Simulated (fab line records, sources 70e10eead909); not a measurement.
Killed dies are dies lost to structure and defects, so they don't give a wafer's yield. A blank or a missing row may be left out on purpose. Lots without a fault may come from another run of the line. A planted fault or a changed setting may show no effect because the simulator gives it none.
fab line records | flow nand_harc | part 2 of 2: steps 22 to 27 of 27
record lots=5 wafers=15 last_day=33
route steps=1302 shown A_STAIRCASE@712
lots that met no fault: from a run of the same line without faults
start_h: hours from the record's first day to the start of the lot's first wafer shown | wait_h: hours since the lot's step before | " the same as in the row above | L1.1+2: a row that stands for several wafers | - no value, or no start given | * or withheld: withheld | < > ~ a bound
route shown NAME@n: a module of which the file shows steps, and the number in the route of the first | usual: mean/standard deviation of fault-free wafers | same: alike in all rows | chamber/n: place in a boat | sites: the reading at each site | _std_site: their standard deviation | _edge_site: outer sites' mean less inner sites' | radius_mm: how far each site lies from the wafer's centre | mask NAME#n: copy n | behind: the tool/chamber that last shaped the wafer | hold: why the lot was held/for how many hours/how that ended | device: the transistor (n, p or np) that didn't switch | end of line: the same wafers' tests at the end of the route | a step without rows: its recipe alone | killed: dies lost to structure and defects at the first sort, not the wafer's yield | map: a wafer's dies, x killed, . not, _ none there
set.NAME: the setting as run; set.NAME@STEP: as run at that earlier step | model.NAME: the simulator's own value behind a step, which no gauge read
lots at some steps of the route; a table a step, a row a wafer
services: from which hour (start_h, from the record's first day; less than 0 if before it) a tool's chamber was out of use, for how many hours, and why
## steps
# step NHARC_A_STAIRCASE_ETCH_221
# recipe target_depth_a=1000 time_s=40.5 ion_energy_ev=400 c4f8_flow_sccm=20 o2_flow_sccm=10 ar_flow_sccm=withheld rf_w=600 bias_w=1000 chemistry=C4F8/O2
# usual oes_product_au=0.945/0.018 rf_fwd_power_W=591.4/2.5 rf_vpp_V=898/4.4
# same time_s=40.5
# columns lot.wafer tool chamber start_h wait_h oes_product_au rf_fwd_power_W rf_hours_counter_h rf_vpp_V
L076.1 rie_diel-02 2 - - 0.910 589.5 55 903
L076.3 " 0 " " 0.922 588.5 55 905
L076.2 " 1 " " 0.915 595.0 63 889
L079.2 rie_diel-02 1 - - 0.932 594.4 4 888
L079.4 " 1 " " 0.933 594.6 - 888
L079.6 " 3 " " 0.949 594.1 - 895
L082.3 rie_diel-04 3 - - 0.935 589.5 25 901
L082.2 " 1 " " 0.930 589.7 33 901
L082.6 " 0 " " 0.946 591.9 - 900
L086.4 rie_diel-13 0 - - 0.917 590.9 41 895
L086.2 " 3 " " 0.924 592.8 41 894
L086.6 " 0 " " 0.927 591.1 - 895
L097.1 rie_diel-04 2 - - 0.958 590.2 20 895
L097.4 " 3 " " 0.945 593.3 17 901
L097.6 " 2 " " 0.964 591.2 - 895
# step NHARC_A_STAIRCASE_TRIM_222
# recipe time_s=211.2 o2_flow_sccm=500 ar_flow_sccm=0 bias_w=0 chemistry=O2
# usual drypump_motor_current_A=5.8/0.57 oes_product_au=1.005/0.014 rf_vpp_V=58.0/0.91 showerhead_plenum_p_Torr=3.58/0.12 throttle_valve_pct=17.036/0.0091
# same time_s=211.2
# columns lot.wafer tool chamber start_h wait_h drypump_motor_current_A oes_product_au rf_hours_counter_h rf_vpp_V showerhead_plenum_p_Torr throttle_valve_pct
L076.2 rie_diel-02 3 - - 6.7 1.025 44 56.8 3.52 17.043
L076.3 " 0 " " 6.6 0.994 55 60.1 3.78 17.044
L076.1 " 1 " " 6.6 0.986 63 57.3 3.33 17.033
L079.2 rie_diel-02 0 - - 6.7 0.998 5 57.7 3.77 17.043
L079.4 " 3 " " 6.7 1.008 - 57.8 3.51 17.039
L079.6 " 0 " " 6.6 0.995 - 57.3 3.77 17.045
L082.2 rie_diel-04 0 - - 5.9 1.023 29 57.9 3.61 17.022
L082.3 " 3 " " 5.6 1.008 25 58.9 3.66 17.031
L082.6 " 0 " " 5.9 1.026 - 58.5 3.61 17.055
L086.4 rie_diel-13 3 - - 6.0 1.000 41 55.5 3.50 17.029
L086.2 " 0 " " 5.3 0.990 41 57.5 3.50 17.048
L086.6 " 3 " " 6.0 1.012 - 57.3 3.50 17.045
L097.4 rie_diel-04 2 - - 5.0 1.006 20 57.4 3.52 17.048
L097.1 " 3 " " 5.6 0.992 17 58.2 3.63 17.043
L097.6 " 2 " " 5.0 1.009 - 58.4 3.52 17.046
# step NHARC_A_STAIRCASE_ETCH_223
# recipe target_depth_a=1000 time_s=40.5 ion_energy_ev=400 c4f8_flow_sccm=20 o2_flow_sccm=10 ar_flow_sccm=withheld rf_w=600 bias_w=1000 chemistry=C4F8/O2
# usual oes_product_au=0.947/0.014 rf_fwd_power_W=591/3 rf_vpp_V=897/4.6
# same time_s=40.5
# columns lot.wafer tool chamber start_h wait_h oes_product_au rf_fwd_power_W rf_hours_counter_h rf_vpp_V
L076.2 rie_diel-02 1 - - 0.914 595 63 889
L076.3 " 2 " " 0.938 591 55 902
L076.1 " 3 " " 0.951 597 44 895
L079.2 rie_diel-02 1 - - 0.931 595 5 889
L079.6 " 0 " " 0.953 590 - 904
L079.4 " 1 " " 0.937 594 - 886
L082.3 rie_diel-04 0 - - 0.967 594 29 900
L082.2 " 3 " " 0.950 595 25 899
L082.6 " 3 " " 0.947 592 - 901
L086.2 rie_diel-13 2 - - 0.944 586 42 888
L086.4 " 1 " " 0.947 590 44 905
L086.6 " 2 " " 0.947 584 - 889
L097.1 rie_diel-04 3 - - 0.935 592 17 898
L097.4 " 0 " " 0.975 593 16 897
L097.6 " 2 " " 0.958 592 - 896
# step NHARC_A_STAIRCASE_TRIM_224
# recipe time_s=211.2 o2_flow_sccm=500 ar_flow_sccm=0 bias_w=0 chemistry=O2
# usual drypump_motor_current_A=5.8/0.54 oes_product_au=1.006/0.014 rf_vpp_V=57.9/0.83 showerhead_plenum_p_Torr=3.57/0.12 throttle_valve_pct=17.036/0.0097
# same time_s=211.2
# columns lot.wafer tool chamber start_h wait_h drypump_motor_current_A oes_product_au rf_hours_counter_h rf_vpp_V showerhead_plenum_p_Torr throttle_valve_pct
L076.2 rie_diel-02 2 - - 6.0 1.003 55 58.9 3.72 17.030
L076.3 " 0 " " 6.6 0.995 55 57.9 3.78 17.038
L076.1 " 1 " " 6.6 0.989 63 57.7 3.33 17.036
L079.2 rie_diel-02 1 - - 6.6 0.995 5 56.2 3.33 17.043
L079.4 " 0 " " 6.7 1.002 - 59.0 3.77 17.027
L079.6 " 1 " " 6.6 0.992 - 57.4 3.33 17.047
L082.3 rie_diel-04 3 - - 5.6 1.004 25 58.4 3.66 17.038
L082.2 " 1 " " 5.9 0.995 34 57.3 3.63 17.024
L082.6 " 1 " " 5.8 1.012 - 58.9 3.63 17.024
L086.2 rie_diel-13 2 - - 4.9 0.996 42 56.8 3.36 17.049
L086.4 " 3 " " 6.1 0.993 41 57.3 3.50 17.040
L086.6 " 3 " " 6.1 1.000 - 57.3 3.50 17.036
L097.4 rie_diel-04 1 - - 5.9 1.023 20 58.7 3.61 17.042
L097.1 " 2 " " 5.0 1.017 20 58.1 3.52 17.047
L097.6 " 3 " " 5.6 0.996 - 57.0 3.63 17.055
# step NHARC_A_STAIRCASE_ETCH_225
# recipe target_depth_a=1000 time_s=40.5 ion_energy_ev=400 c4f8_flow_sccm=20 o2_flow_sccm=10 ar_flow_sccm=withheld rf_w=600 bias_w=1000 chemistry=C4F8/O2
# usual oes_product_au=0.949/0.013 rf_fwd_power_W=591.4/2.9 rf_vpp_V=898/4.5
# same time_s=40.5
# columns lot.wafer tool chamber start_h wait_h oes_product_au rf_fwd_power_W rf_hours_counter_h rf_vpp_V
L076.3 rie_diel-02 1 - - 0.936 596.4 63 889
L076.2 " 2 " " 0.944 589.9 55 905
L076.1 " 0 " " 0.940 589.8 55 905
L079.2 rie_diel-02 0 - - 0.955 592.1 5 903
L079.6 " 0 " " 0.955 590.6 - 903
L079.4 " 3 " " 0.955 596.4 - 896
L082.3 rie_diel-04 3 - - 0.948 593.3 25 900
L082.2 " 0 " " 0.963 594.8 29 898
L082.6 " 1 " " 0.931 589.7 - 900
L086.2 rie_diel-13 0 - - 0.933 594.8 42 893
L086.4 " 1 " " 0.936 589.5 44 904
L086.6 " 2 " " 0.950 588.7 - 888
L097.1 rie_diel-04 2 - - 0.970 586.3 20 896
L097.4 " 3 " " 0.949 590.8 17 901
L097.6 " 2 " " 0.970 588.9 - 895
# step NHARC_A_STAIRCASE_TRIM_226
# recipe time_s=211.2 o2_flow_sccm=500 ar_flow_sccm=0 bias_w=0 chemistry=O2
# usual drypump_motor_current_A=5.8/0.55 oes_product_au=1.005/0.014 rf_vpp_V=58.0/0.83 showerhead_plenum_p_Torr=3.57/0.12 throttle_valve_pct=17.036/0.0098
# same time_s=211.2
# columns lot.wafer tool chamber start_h wait_h drypump_motor_current_A oes_product_au rf_hours_counter_h rf_vpp_V showerhead_plenum_p_Torr throttle_valve_pct
L076.3 rie_diel-02 3 - - 6.7 1.021 44 58.3 3.52 17.040
L076.1 " 0 " " 6.6 0.991 55 57.7 3.78 17.019
L076.2 " 2 " " 6.0 0.998 55 58.6 3.72 17.043
L079.2 rie_diel-02 1 - - 6.6 0.989 5 57.2 3.33 17.031
L079.6 " 0 " " 6.7 1.003 - 58.6 3.77 17.023
L079.4 " 1 " " 6.6 0.993 - 58.4 3.33 17.044
L082.3 rie_diel-04 3 - - 5.6 1.017 26 57.9 3.66 17.044
L082.2 " 1 " " 5.8 1.001 34 58.8 3.63 17.044
L082.6 " 3 " " 5.6 1.022 - 57.6 3.66 17.059
L086.4 rie_diel-13 3 - - 6.1 1.001 41 58.2 3.50 17.035
L086.2 " 1 " " 6.5 1.004 44 57.5 3.75 17.040
L086.6 " 3 " " 6.0 1.011 - 59.3 3.50 17.051
L097.1 rie_diel-04 2 - - 5.0 1.011 20 57.2 3.52 17.023
L097.4 " 0 " " 5.9 1.029 17 57.5 3.58 17.036
L097.6 " 2 " " 5.0 1.005 - 58.2 3.52 17.046
## services
# columns tool chamber start_h hours kind
wet_bench-09 - 352.80 8.0 pm
rie_diel-04 - 355.03 9.0 pm
rie_diel-13 3 367.40 20.9 repair
rie_diel-04 2 368.63 3.7 repair
rie_diel-13 2 377.01 6.5 repair
rie_diel-04 3 385.98 1.7 repair
rie_diel-02 2 395.21 33.8 repair
rie_diel-02 - 396.42 9.0 pm
litho_track-02 - 402.00 7.0 pm
wet_bench-04 - 403.20 8.0 pm
rie_diel-02 3 405.54 8.1 repair
rie_diel-13 2 418.27 18.2 repair
litho_track-07 - 426.00 7.0 pm
wet_bench-09 - 428.38 1.4 repair
rie_diel-04 2 440.61 33.2 repair
litho_track-03 - 450.00 7.0 pm
wet_bench-09 - 450.83 3.5 repair
rie_diel-13 - 519.17 9.0 pm
wet_bench-09 - 528.80 8.0 pm
rie_diel-04 - 532.03 9.0 pm
rie_diel-13 2 547.64 2.1 repair
rie_diel-02 - 573.48 9.0 pm
litho_track-02 - 577.00 7.0 pm
wet_bench-04 - 579.20 8.0 pm
